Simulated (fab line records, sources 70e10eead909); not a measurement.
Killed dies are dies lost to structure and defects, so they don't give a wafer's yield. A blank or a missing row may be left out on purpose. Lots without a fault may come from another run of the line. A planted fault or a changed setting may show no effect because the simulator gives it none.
One fault seen from 2 desks | flow nand_harc | each desk has only its own numbers; what lay behind them comes last

THE METROLOGY DESK
What the gauges read, lot by lot, whatever tool the lot ran on: means of the sampled wafers that have a number. A lot is out of limits, marked OUT, if its mean lies more than 4 standard deviations from the usual mean; the brackets give that distance.
Columns: A = cd_nm at NHARC_A_CHANNEL_HOLE_D2_CD_MEAS_31, usual 90.6 nm
lot  | first seen here | A
L127 | day 13 11:22    | 88.8
L128 | day 13 19:34    | 90.9
L129 | day 14 00:34    | 88.3
L130 | day 14 16:49    | 90.1
L131 | day 14 23:56    | 91.5
L134 | day 15 21:52    | 90.8
L136 | day 16 18:08    | 90.0
L135 | day 16 18:24    | 90.5
L137 | day 17 19:01    | 91.2
L143 | day 20 08:08    | 91.0
L148 | day 21 18:24    | 90.2
L147 | day 21 22:22    | 90.7
L149 | day 22 09:20    | 90.0
L150 | day 23 06:02    | 90.5
This desk's finding: nothing out of limits on any of the 14 lots.

THE TOOL OWNER'S DESK: rie_diel-02
The tool's own readings at NHARC_A_CHANNEL_FILL_D2_ETCHBACK_08 (etches the open film in C4F8, target depth 220 nm, time 110 s): means of the sampled wafers that have a number, for each lot that ran on this tool. A lot is out of limits, marked OUT, if its mean lies more than 4 standard deviations from the usual mean; the brackets give that distance.
Columns: A = oes_product_au at NHARC_A_CHANNEL_FILL_D2_ETCHBACK_08, usual 0.96 a.u.; B = rf_vpp_V at NHARC_A_CHANNEL_FILL_D2_ETCHBACK_08, usual 440.4 V; C = run_length_s at NHARC_A_CHANNEL_FILL_D2_ETCHBACK_08, usual 131.2 s
lot  | first seen here | A    | B     | C
L127 | day 15 06:02    | 0.92 | 439.1 | 130.8
L128 | day 15 15:14    | 0.94 | 440.9 | 131.1
L135 | day 18 16:26    | 1.01 | 439.3 | 130.9
L137 | day 19 14:15    | 1.00 | 439.3 | 131.1
L143 | day 21 23:36    | 0.93 | 438.8 | 142.8 (+29) OUT
L147 | day 23 14:01    | 0.92 | 439.3 | 146.3 (+38) OUT
This desk's finding: out of limits on L143, L147; first on L143, day 21 23:36 (run_length_s at NHARC_A_CHANNEL_FILL_D2_ETCHBACK_08). In limits: L127, L128, L135, L137.

PUT TOGETHER
The tool owner's desk could have raised an alarm at day 21 23:36, on L143, L147.
The metrology desk saw nothing out of limits.
The metrology desk has L143, L147 on record, within its limits.
Of the lots named, all ran NHARC_A_CHANNEL_FILL_D2_ETCHBACK_08 on rie_diel-02.

WHAT THE SIMULATOR HAD PUT IN
Process parameter drift: rie_diel-02, from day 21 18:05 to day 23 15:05, at NHARC_A_CHANNEL_FILL_D2_ETCHBACK_08. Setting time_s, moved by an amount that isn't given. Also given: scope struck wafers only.
Lots struck among those shown: L143, L147.
Hours from the fault's start to each desk's first reading out of limits: the tool owner's desk, 6.
